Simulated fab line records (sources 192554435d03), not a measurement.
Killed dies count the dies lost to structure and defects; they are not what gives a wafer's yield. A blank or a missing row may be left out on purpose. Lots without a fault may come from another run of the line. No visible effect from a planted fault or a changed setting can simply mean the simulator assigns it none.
Chamber matching | flow n5Finfet | N5_BEOL_M7_CURE_74 on uvCure-02: 3 sister chambers
The step cures SiCOH lowk, time 240 s. 18 wafers are shown with their chamber, then 9 later ones without.

== EACH WAFER AND ITS CHAMBER ==
wafer  | chamber | wafer_temp_C_max | lampPowerPct (%)
L075.3 | 2       | 387.9            | 52.28
L075.4 | 2       | 387.3            | 52.27
L075.5 | 2       | 387.3            | 52.31
L074.3 | 1       | 386.0            | 52.30
L074.5 | 1       | 386.1            | 52.24
L074.6 | 1       | 385.9            | 52.34
L080.2 | 0       | 387.2            | 52.36
L080.3 | 0       | 387.8            | 52.27
L080.5 | 0       | 388.2            | 52.27
L082.1 | 0       | 387.5            | 52.33
L082.4 | 0       | 387.8            | 52.28
L082.6 | 0       | 388.5            | 52.34
L085.3 | 1       | 385.5            | 52.24
L085.4 | 1       | 385.8            | 52.35
L085.6 | 1       | 385.9            | 52.34
L089.1 | 0       | 387.0            | 52.31
L089.3 | 0       | 386.8            | 52.38
L089.4 | 0       | 386.8            | 52.25

SIGNATURES, as means of the wafers listed above
reading          | chamber 0 | chamber 1 | chamber 2 | scatter within a chamber
wafer_temp_C_max | 387.511   | 385.867   | 387.500   | 0.479
lampPowerPct     | 52.3100   | 52.3017   | 52.2867   | 0.0448
Rule: for a wafer and a chamber, the distance is found by dividing, reading by reading, the gap between the wafer's reading and the chamber's mean by the reading's scatter, squaring, summing and taking the root. If the next closest chamber is less than 2 further off than the closest, the wafer can't be placed; otherwise it belongs to the closest. The scatter: take each reading less its chamber's mean, square it, sum over the shown wafers, divide by the number of wafers less the number of chambers, and take the root.

== WAFERS WITHOUT THEIR CHAMBER ==
wafer  | wafer_temp_C_max | lampPowerPct (%)
L092.2 | 387.5            | 52.38
L092.3 | 387.2            | 52.31
L092.6 | 386.9            | 52.37
L091.1 | 386.7            | 52.26
L091.2 | 386.7            | 52.23
L091.3 | 387.1            | 52.38
L094.1 | 387.3            | 52.33
L094.2 | 387.7            | 52.41
L094.6 | 387.1            | 52.32

== EACH ONE'S CHAMBER ==
wafer  | from the rows above          | in truth
L092.2 | can't be placed: 0 or 2      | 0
L092.3 | can't be placed: 0 or 2      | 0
L092.6 | can't be placed: 0 or 2 or 1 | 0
L091.1 | can't be placed: 2 or 1 or 0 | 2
L091.2 | can't be placed: 2 or 1 or 0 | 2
L091.3 | can't be placed: 0 or 2 or 1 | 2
L094.1 | can't be placed: 0 or 2      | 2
L094.2 | can't be placed: 0 or 2      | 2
L094.6 | can't be placed: 0 or 2 or 1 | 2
Correctly placed: 0 of 9. These rows do not allow placing 9 (true chamber among the candidates in 9). Number placed wrongly: 0.
